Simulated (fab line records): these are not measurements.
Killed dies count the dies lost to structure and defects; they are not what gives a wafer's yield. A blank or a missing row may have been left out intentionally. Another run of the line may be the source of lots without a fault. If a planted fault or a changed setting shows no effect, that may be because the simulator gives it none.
fab line records ; flow n5_finfet ; part 2 of 2: steps 22 to 29 of 29
record lots=5; wafers=15; last_day=17
route steps=1938 shown MOL_CONTACT_COAG@557
lots that met no fault: from a run of the same line without faults
start_h: hours from the record's first day to the start of the lot's first wafer shown ; wait_h: time in hours since the lot's previous step ; " identical to the entry in the row above ; L1.1+2: a row that stands for several wafers ; - no value, or no start was given ; * or withheld: withheld ; < > ~ a bound
route shown NAME@n: names a module that has steps shown in the file, with the first one's number in the route ; usual: mean/standard deviation of fault-free wafers ; same: alike in all rows ; chamber/n: place in a boat ; sites: the reading at each site ; _std_site: the values' standard deviation ; _edge_site: outer sites' mean less inner sites' ; radius_mm: how far each site lies from the wafer's centre ; mask NAME#n: copy n ; behind: the most recent tool/chamber to have shaped the wafer ; hold: what put the lot on hold/how long, in hours/how the hold closed ; device: which transistor (n, p or np) failed to switch ; end of line: the route-end tests of the same wafers ; a step with no rows: only its recipe ; killed: the dies lost at the first sort to structure and to defects; this is not the yield of the wafer ; map: shows each die of a wafer: x if killed, . if not, _ if none is there
set.NAME: the setting the step ran with; set.NAME@STEP: the setting that earlier step ran with ; model.NAME: the simulator's own value behind a step, which no gauge read
certain route steps with their lots: each step a table, each wafer a row
services: a tool's chamber out of use, with start hour (start_h, from the record's first day; less than 0 if before it), hours out, and reason
## steps
# step N5_MOL_CONTACT_COAG_ETCH_90
# recipe chemistry=CF4; target=SiARC; target_depth_a=130; mask_material=CAR-EUV; time_s=21.7; ion_energy_ev=80; pressure_mtorr=40; source_w=545; bias_w=36; Ar_flow_sccm=100; cf4_flow_sccm=100; ends=cleared
# usual drypump_motor_current_A=5.7/0.6; etch_rf_on_time_s=21.7/0.47; oes_product_au=0.66/0.074; rf_vpp_V=184.0/1.1; showerhead_plenum_p_Torr=2.14/0.077; throttle_valve_pct=15.70/0.29
lot.wafer;tool;chamber;start_h;wait_h;drypump_motor_current_A;etch_rf_on_time_s;oes_product_au;rf_hours_counter_h;rf_vpp_V;showerhead_plenum_p_Torr;throttle_valve_pct
L084.1;rie_diel-05;2;156.81;0.0;5.3;21.7;0.75;40;184.8;2.16;15.13
L084.4;rie_diel-05;0;156.81;0.0;4.8;20.7;0.60;234;182.9;2.03;15.88
L084.6;rie_diel-05;2;156.81;0.0;5.3;21.5;0.75;-;184.8;2.16;15.15
L085.1;rie_diel-05;1;164.48;0.0;5.3;21.4;0.58;248;181.7;2.01;16.01
L085.2;rie_diel-05;3;164.48;0.0;6.3;21.3;0.84;4;185.8;2.18;15.31
L085.5;rie_diel-05;3;164.48;0.0;6.3;21.2;0.83;-;184.3;2.18;15.30
L088.2;rie_diel-04;1;182.04;0.0;5.9;20.5;0.61;239;184.0;2.20;16.23
L088.4;rie_diel-04;0;182.04;0.0;6.7;21.6;0.63;186;185.1;2.22;15.72
L088.6;rie_diel-04;3;182.04;0.0;6.2;22.2;0.64;-;183.4;2.07;15.88
L091.1;rie_diel-04;3;199.77;0.0;6.2;22.1;0.64;132;182.5;2.07;15.90
L091.5;rie_diel-04;0;199.77;0.0;6.7;21.9;0.63;-;186.4;2.22;15.71
L091.6;rie_diel-04;3;199.77;0.0;6.2;22.3;0.64;-;182.6;2.07;15.90
L094.2;rie_diel-04;0;221.11;0.0;6.7;21.5;0.62;199;183.4;2.22;15.73
L094.3;rie_diel-04;2;221.11;0.0;5.7;21.8;0.80;15;183.8;2.08;15.40
L094.5;rie_diel-04;3;221.11;0.0;6.2;22.2;0.64;-;182.5;2.07;15.89
# step N5_MOL_CONTACT_COAG_ALD_131
# recipe material=SiO2; target_thk_a=50; temp_c=100; ald_precursor_family=BDEAS; ald_co_reactant=O2-plasma; pulse_time_s=1; co_reactant_pulse_time_s=1; purge_time_s=2; co_reactant_purge_time_s=2; ald_cycles=35; pressure_torr=2
# usual heater_power_w=73/8.8; precursor_pulse_height_rel=1.002/0.021
lot.wafer;tool;chamber;start_h;wait_h;heater_power_w;precursor_pulse_height_rel;since_wet_clean_h
L084.1;ald_sin-02;1;156.89;0.1;109;1.011;254
L084.4;ald_sin-02;3;156.89;0.1;77;1.053;254
L084.6;ald_sin-02;3;156.89;0.1;77;0.995;-
L085.1;ald_sin-03;0;164.56;0.1;74;1.013;353
L085.2;ald_sin-03;2;164.56;0.1;77;1.014;353
L085.5;ald_sin-03;2;164.56;0.1;77;0.986;-
L088.2;ald_sin-04;0;182.12;0.1;67;1.014;174
L088.4;ald_sin-04;3;182.12;0.1;66;1.015;174
L088.6;ald_sin-04;1;182.12;0.1;66;0.965;-
L091.1;ald_sin-03;0;199.85;0.1;73;0.996;9
L091.5;ald_sin-03;2;199.85;0.1;82;1.011;-
L091.6;ald_sin-03;3;199.85;0.1;70;1.029;-
L094.2;ald_sin-04;0;221.19;0.1;66;0.965;213
L094.3;ald_sin-04;3;221.19;0.1;66;0.985;213
L094.5;ald_sin-04;0;221.19;0.1;66;1.058;-
# step N5_MOL_CONTACT_COAG_ETCHBACK_132
# recipe chemistry=CHF3; target=SiO2; target_depth_a=100; time_s=6.7; ion_energy_ev=200; pressure_mtorr=30; source_w=610; bias_w=170; Ar_flow_sccm=200; CHF3_flow_sccm=50
# usual drypump_motor_current_A=5.7/0.57; oes_product_au=0.78/0.091; rf_vpp_V=532/14; showerhead_plenum_p_Torr=2.39/0.081; throttle_valve_pct=18.8/0.31
lot.wafer;tool;chamber;start_h;wait_h;drypump_motor_current_A;oes_product_au;rf_hours_counter_h;rf_vpp_V;showerhead_plenum_p_Torr;throttle_valve_pct
L084.1;rie_diel-05;0;157.07;0.1;4.8;0.69;234;529;2.27;19.0
L084.4;rie_diel-05;2;157.07;0.1;5.3;0.88;40;519;2.39;18.2
L084.6;rie_diel-05;1;157.07;0.1;5.3;0.68;-;526;2.24;19.1
L085.1;rie_diel-05;2;164.91;0.3;5.3;0.86;42;521;2.39;18.2
L085.2;rie_diel-05;0;164.91;0.3;4.8;0.68;237;529;2.27;19.0
L085.5;rie_diel-05;2;164.91;0.3;5.3;0.87;-;520;2.39;18.2
L088.2;rie_diel-06;2;182.30;0.1;5.1;0.79;90;541;2.53;18.6
L088.4;rie_diel-06;1;182.30;0.1;4.8;0.69;208;508;2.34;18.8
L088.6;rie_diel-06;2;182.30;0.1;5.1;0.79;-;540;2.53;18.5
L091.1;rie_diel-04;1;200.03;0.1;5.9;0.69;246;512;2.45;19.4
L091.5;rie_diel-04;2;200.03;0.1;5.6;0.94;-;543;2.31;18.5
L091.6;rie_diel-04;3;200.03;0.1;6.2;0.75;-;537;2.32;19.1
L094.2;rie_diel-06;1;221.39;0.1;4.8;0.70;223;508;2.34;18.8
L094.3;rie_diel-06;2;221.39;0.1;5.1;0.78;105;542;2.52;18.6
L094.5;rie_diel-06;3;221.39;0.1;5.8;0.79;-;547;2.39;18.7
# step N5_MOL_CONTACT_COAG_ETCH_91
# recipe chemistry=N2/H2; target=SOC; target_depth_a=600; overetch_a=210; mask_material=SiARC; temp_c=40; time_s=101.2; ion_energy_ev=200; pressure_mtorr=30; source_w=840; bias_w=150; n2_flow_sccm=200; h2_flow_sccm=200
# usual drypump_motor_current_A=5.7/0.58; oes_product_au=0.65/0.074; rf_vpp_V=524.2/2.5; showerhead_plenum_p_Torr=2.56/0.088; throttle_valve_pct=17.90/0.26
lot.wafer;tool;chamber;start_h;wait_h;drypump_motor_current_A;oes_product_au;rf_hours_counter_h;rf_vpp_V;showerhead_plenum_p_Torr;throttle_valve_pct
L084.1;rie_diel-05;0;157.10;0.0;4.8;0.58;234;520.2;2.41;18.07
L084.4;rie_diel-05;2;157.10;0.0;5.3;0.73;40;523.9;2.58;17.39
L084.6;rie_diel-05;1;157.10;0.0;5.4;0.56;-;520.7;2.40;18.31
L085.1;rie_diel-05;2;164.94;0.0;5.3;0.73;42;525.4;2.58;17.40
L085.2;rie_diel-05;0;164.94;0.0;4.8;0.57;237;519.4;2.40;18.07
L085.5;rie_diel-05;2;164.94;0.0;5.3;0.72;-;525.2;2.58;17.39
L088.2;rie_diel-06;2;182.33;0.0;5.1;0.66;90;527.5;2.69;17.66
L088.4;rie_diel-06;1;182.33;0.0;4.8;0.58;208;524.1;2.50;17.87
L088.6;rie_diel-06;2;182.33;0.0;5.1;0.66;-;525.7;2.69;17.68
L091.1;rie_diel-04;1;200.07;0.0;5.9;0.58;246;526.9;2.60;18.38
L091.5;rie_diel-04;2;200.07;0.0;5.7;0.81;-;521.5;2.49;17.62
L091.6;rie_diel-04;3;200.07;0.0;6.2;0.64;-;520.4;2.44;18.16
L094.2;rie_diel-06;1;221.42;0.0;4.8;0.58;223;522.2;2.50;17.91
L094.3;rie_diel-06;2;221.42;0.0;5.1;0.65;105;528.5;2.68;17.69
L094.5;rie_diel-06;3;221.42;0.0;5.9;0.65;-;524.2;2.56;17.82
# step N5_MOL_CONTACT_COAG_STRIP_92
# recipe chemistry=N2/H2; temp_c=40; n2_flow_sccm=200; h2_flow_sccm=200; rf_frequency_hz=6e+07
lot.wafer;tool;chamber;start_h;wait_h
L084.1+4+6;rie_diel-05;0,2,1;157.17;0.0
L085.1+2+5;rie_diel-05;2,0,2;165.01;0.0
L088.2+4+6;rie_diel-06;2,1,2;182.40;0.0
L091.1+5+6;rie_diel-04;1,2,3;200.14;0.0
L094.2+3+5;rie_diel-06;1,2,3;221.49;0.0
# step N5_MOL_CONTACT_COAG_STRIP_93
# recipe chemistry=N2/H2; temp_c=40; n2_flow_sccm=200; h2_flow_sccm=200; rf_frequency_hz=6e+07
lot.wafer;tool;chamber;start_h;wait_h
L084.1+4+6;rie_diel-05;0,2,1;157.18;0.0
L085.1+2+5;rie_diel-05;2,0,2;165.02;0.0
L088.2+4+6;rie_diel-06;2,1,2;182.41;0.0
L091.1+5+6;rie_diel-04;1,2,3;200.15;0.0
L094.2+3+5;rie_diel-06;1,2,3;221.50;0.0
# step N5_MOL_CONTACT_COAG_ETCHBACK_135
# recipe chemistry=CHF3; target=SiO2; target_depth_a=250; time_s=16.7; ion_energy_ev=200; pressure_mtorr=30; source_w=610; bias_w=170; Ar_flow_sccm=200; CHF3_flow_sccm=50
# usual drypump_motor_current_A=5.7/0.58; oes_product_au=0.78/0.092; rf_vpp_V=532/14; showerhead_plenum_p_Torr=2.39/0.081; throttle_valve_pct=18.8/0.31
lot.wafer;tool;chamber;start_h;wait_h;drypump_motor_current_A;oes_product_au;rf_hours_counter_h;rf_vpp_V;showerhead_plenum_p_Torr;throttle_valve_pct
L084.1;rie_diel-05;0;157.19;0.0;4.8;0.69;234;530;2.27;19.0
L084.4;rie_diel-05;2;157.19;0.0;5.3;0.88;40;520;2.39;18.2
L084.6;rie_diel-05;1;157.19;0.0;5.3;0.68;-;527;2.24;19.1
L085.1;rie_diel-05;2;165.03;0.0;5.3;0.87;42;521;2.39;18.2
L085.2;rie_diel-05;0;165.03;0.0;4.8;0.69;237;530;2.27;19.0
L085.5;rie_diel-05;2;165.03;0.0;5.3;0.87;-;520;2.39;18.2
L088.2;rie_diel-06;2;182.42;0.0;5.1;0.79;90;539;2.53;18.5
L088.4;rie_diel-06;1;182.42;0.0;4.8;0.70;208;507;2.34;18.8
L088.6;rie_diel-06;2;182.42;0.0;5.1;0.78;-;540;2.53;18.6
L091.1;rie_diel-04;1;200.16;0.0;5.8;0.68;246;512;2.45;19.4
L091.5;rie_diel-04;2;200.16;0.0;5.7;0.95;-;540;2.31;18.5
L091.6;rie_diel-04;3;200.16;0.0;6.2;0.75;-;538;2.32;19.1
L094.2;rie_diel-06;1;221.51;0.0;4.8;0.69;223;506;2.34;18.8
L094.3;rie_diel-06;2;221.51;0.0;5.1;0.78;105;541;2.52;18.6
L094.5;rie_diel-06;3;221.51;0.0;5.9;0.79;-;548;2.39;18.7
# step N5_MOL_CONTACT_COAG_STRIP_118
# recipe chemistry=CHF3; resist=SiARC; rf_frequency_hz=6e+07
lot.wafer;tool;chamber;start_h;wait_h
L084.1+4+6;rie_diel-05;0,2,1;157.22;0.0
L085.1+2+5;rie_diel-05;2,0,2;165.05;0.0
L088.2+4+6;rie_diel-06;2,1,2;182.45;0.0
L091.1+5+6;rie_diel-04;1,2,3;200.18;0.0
L094.2+3+5;rie_diel-06;1,2,3;221.53;0.0
## services
tool;chamber;start_h;hours;kind
wet_bench-06;-;131.95;1.9;pm
euv_scanner-01;-;132.71;1.0;pm
rie_diel-05;3;133.54;-;clean
rie_diel-05;3;133.54;-;consumable_replace:focus_ring
rie_diel-05;3;133.54;18.2;scheduled_down
rie_diel-05;3;133.54;18.2;vent_cycle
wet_bench-03;-;135.46;4.0;repair
cmp-01;-;138.49;3.2;repair
rie_diel-04;0;138.65;5.3;repair
pecvd-03;-;138.88;0.5;repair
ald_sin-04;0;141.81;9.5;repair
rie_diel-06;0;147.08;5.7;repair
rie_diel-05;1;170.15;-;clean
cmp-01;-;171.90;0.8;repair
ald_sin-03;-;176.75;14.0;pm
euv_scanner-02;-;176.76;1.0;pm
cmp-04;-;183.56;0.9;repair
wet_bench-05;-;188.75;2.9;repair
euv_scanner-01;-;188.86;1.0;pm
cmp-01;-;196.55;4.0;pm
euv_scanner-01;-;200.38;4.6;pm
ald_sin-03;0;207.35;4.5;repair
cmp-01;-;213.32;1.2;repair
ald_sin-03;0;219.36;18.2;repair
